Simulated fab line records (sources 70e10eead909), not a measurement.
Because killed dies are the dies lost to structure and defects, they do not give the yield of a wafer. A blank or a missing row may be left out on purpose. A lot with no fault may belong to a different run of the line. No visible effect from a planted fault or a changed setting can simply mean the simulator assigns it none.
Which tool is to blame? | flow nand_harc | 18 wafers from 6 lots sampled at 5 of the route's 1159 steps

## WHAT THE GAUGES READ, wafer by wafer
NHARC_END_SORT_01.
lot  | measured     | on        | killed_at_array
L161 | day 20 02:46 | prober-02 | 22 30 22

## EACH LOT AND THE TOOL THAT RAN IT (in order: tool; ch and the chambers of the sampled wafers; start)
lot  | NHARC_P_ZERO_WELL_RTA_42        | NHARC_P_STI_ETCH_15             | NHARC_P_GATE_DESCUM_13            | NHARC_P_GATE_DEP_103
L161 | rtp_anneal-01 ch 0, day 2 01:18 | rie_si-06 ch 0,1,2, day 2 14:57 | rie_diel-13 ch 2,3, day 4 04:46   | pecvd-03 ch 1,2, day 4 19:28
L164 | rtp_anneal-02 ch 0, day 2 19:17 | rie_si-04 ch 2,3, day 3 12:23   | rie_diel-01 ch 0,2, day 5 04:23   | pecvd-04 ch 1,2, day 5 17:14
L173 | rtp_anneal-01 ch 0, day 5 01:07 | rie_si-06 ch 2,3, day 5 18:51   | rie_diel-13 ch 0,1, day 7 10:26   | pecvd-01 ch 1,2, day 8 02:35
L175 | rtp_anneal-02 ch 0, day 5 13:00 | rie_si-06 ch 0,1, day 6 05:32   | rie_diel-13 ch 1,2,3, day 7 10:37 | pecvd-01 ch 1,2, day 8 01:53
L178 | rtp_anneal-01 ch 0, day 6 07:16 | rie_si-06 ch 1,2, day 7 00:16   | rie_diel-13 ch 0,1, day 8 18:58   | pecvd-01 ch 0,1,2, day 9 07:38
L183 | rtp_anneal-01 ch 0, day 7 12:55 | rie_si-04 ch 1,2,3, day 8 06:52 | rie_diel-03 ch 2,3, day 9 21:13   | pecvd-03 ch 0,1, day 10 12:58
- NHARC_P_ZERO_WELL_RTA_42: time 300 s.
- NHARC_P_STI_ETCH_15: etches the open film in HBr/Cl2, target depth 300 nm, time 100.1 s.
- NHARC_P_GATE_DESCUM_13: chemistry O2, time 3 s.
- NHARC_P_GATE_DEP_103: deposits SiON, target thk 30 nm.

## THE ANSWER, worked out from the rows above alone
Rule: what is usual is taken from the lots themselves. The widest of any qualifying gaps counts: lots, ordered by their means at a reading, are off when they make up no more than a third of the lots, leave a main group of 4 or more, and stand apart from it by 3 or more times the standard deviation of that group's means. If all means in a main group match to the digits the tables above print for the reading, that group is not used. A lot without any number at a reading at which 4 lots or more have one is off too. Any other lot the step has rows for is counted as sound.
None of the lots is off at any reading shown; this tells nothing.

## WHAT THE SIMULATOR PUT IN
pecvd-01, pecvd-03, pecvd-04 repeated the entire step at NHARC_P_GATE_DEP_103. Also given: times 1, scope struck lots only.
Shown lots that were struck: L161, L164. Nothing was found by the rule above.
